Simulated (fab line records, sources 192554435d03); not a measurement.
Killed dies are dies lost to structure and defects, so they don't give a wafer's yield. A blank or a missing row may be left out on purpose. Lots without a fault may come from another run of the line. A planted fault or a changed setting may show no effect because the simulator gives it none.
Problem report in the 8D (eight disciplines) form, filled by code | flow n5_finfet | the parts of the form that need people (team, actions taken, sign-off) are left out

1. THE PROBLEM
REXT_N at N5_BEOL_M4_RC_MEAS_101 reads a mean of 93.7 ohm.um on 5 wafers of 3 lots; wafers without a fault read 75.3 ohm.um with a standard deviation of 1.5. That is +12 standard deviations from the usual mean.
First seen on wafer L422.3, day 11 17:12, on prober-01. The record holds 30 wafers of 10 lots with a number at this step. Rule for "out", or "out of limits": more than 4 standard deviations from the usual mean. The other wafers with a number count as sound.

2. WHAT IT IS AND WHAT IT IS NOT
question                    | is                                     | is not
which readings at this step | REXT_N, DIBL_N, ION_N, VT_N_LVT        | DIBL_P, IOFF_P, ION_P, SS_P, VT_P
which lots                  | L422, L423, L424                       | L418, L427, L434, L436, L437, L438, L439
which wafers of those lots  | L422.3, L422.4, L422.5, L423.4, L424.3 | L423.1, L423.2, L424.1, L424.6
read on which gauges        | prober-01, prober-02                   | -
when                        | from day 11 17:12                      | up to then (3 sound wafers); but 22 sound wafers of L423, L424, L427, L434, L436, L437, L438, L439 came after

3. SUSPECTS, AND WHAT RULES EACH OUT
Counting: a tool at a process step up to the reading stays a suspect if it ran every lot that is out. Sound lots after the first of them don't rule it out here, since some wafers of a struck lot are sound.
- the gauge at N5_BEOL_M4_RC_MEAS_101: ruled out. The wafers that are out were read on 2 gauges (prober-01, prober-02).
- epi_rpcvd-04 at N5_SD_EPI_N_VAPOR_ETCH_50 (etches Si in HCl, time 54 s): kept. It ran every lot that is out, first L422 (day 4 14:35); its last sound lot up to then is L418 (day 3 13:51).
Left after counting: epi_rpcvd-04 at N5_SD_EPI_N_VAPOR_ETCH_50.

4. THE CAUSE (what the simulator had put in)
Process parameter drift: epi_rpcvd-04, from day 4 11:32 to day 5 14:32, at N5_SD_EPI_N_VAPOR_ETCH_50. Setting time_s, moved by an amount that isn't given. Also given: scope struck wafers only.
Counting left only this tool.

5. THE CHAIN OF EFFECTS, in route order
Each row: a reading whose mean over the struck wafers that have a number lies more than 3 standard deviations from the usual. Only readings for which the record gives a usual standard deviation are gone through. hours: the time from each lot's start at the first step in this table that gives one to its start at this step, as a median over the lots. sigmas: the change in usual standard deviations.
hours | step                    | reading          | usual       | on struck wafers | change | sigmas
0     | N5_BEOL_M4_RC_MEAS_101  | DIBL_N           | 36.3 mV/V   | 30.8             | -5.5   | -5.0
0     | N5_BEOL_M4_RC_MEAS_101  | IOFF_N           | 0.155 nA/um | 0.079            | -0.076 | -4.0
0     | N5_BEOL_M4_RC_MEAS_101  | IOFF_N_85C       | 3.0 nA/um   | 1.7              | -1.3   | -3.9
0     | N5_BEOL_M4_RC_MEAS_101  | IOFF_N_LIN       | 0.073 nA/um | 0.043            | -0.030 | -3.9
0     | N5_BEOL_M4_RC_MEAS_101  | ION_N            | 672 uA/um   | 615              | -57    | -6.7
0     | N5_BEOL_M4_RC_MEAS_101  | REXT_N           | 75.3 ohm.um | 93.7             | +18.4  | +12
0     | N5_BEOL_M4_RC_MEAS_101  | VT_N             | 249.9 mV    | 260.3            | +10.4  | +4.2
0     | N5_BEOL_M4_RC_MEAS_101  | VT_N_LVT         | 98.6 mV     | 110.0            | +11.4  | +4.7
101   | N5_PASSIVATION_PROBE_49 | sort_bin_8_speed | 0.00 %      | 53.71            | +53.71 | +99 or more
101   | N5_PASSIVATION_PROBE_49 | sort_n_pass      | 1078        | 448              | -630   | -42
101   | N5_PASSIVATION_PROBE_49 | sort_yield_pct   | 91.4 %      | 38.0             | -53.4  | -45
The process steps in it:
- N5_PASSIVATION_PROBE_49
Later measuring or inspecting steps at which every struck wafer that the step has a row for has a number for every such reading, and none has moved that far: N5_BEOL_M5_THK_MEAS_01.

6. WHAT WOULD HAVE CAUGHT IT SOONER
In this record the first reading out of limits at a measuring or inspecting step was taken at day 11 17:12, 174 hours after the fault began at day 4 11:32.
Of the tool readings at N5_SD_EPI_N_VAPOR_ETCH_50 for which the record gives a usual standard deviation, none was out on any struck wafer, so an alarm limit of 4 standard deviations on them would not have fired.
All the lots that are out (3) had begun N5_SD_EPI_N_VAPOR_ETCH_50 on epi_rpcvd-04 by day 11 17:12. A hold on the tool at that time would have spared none of them.
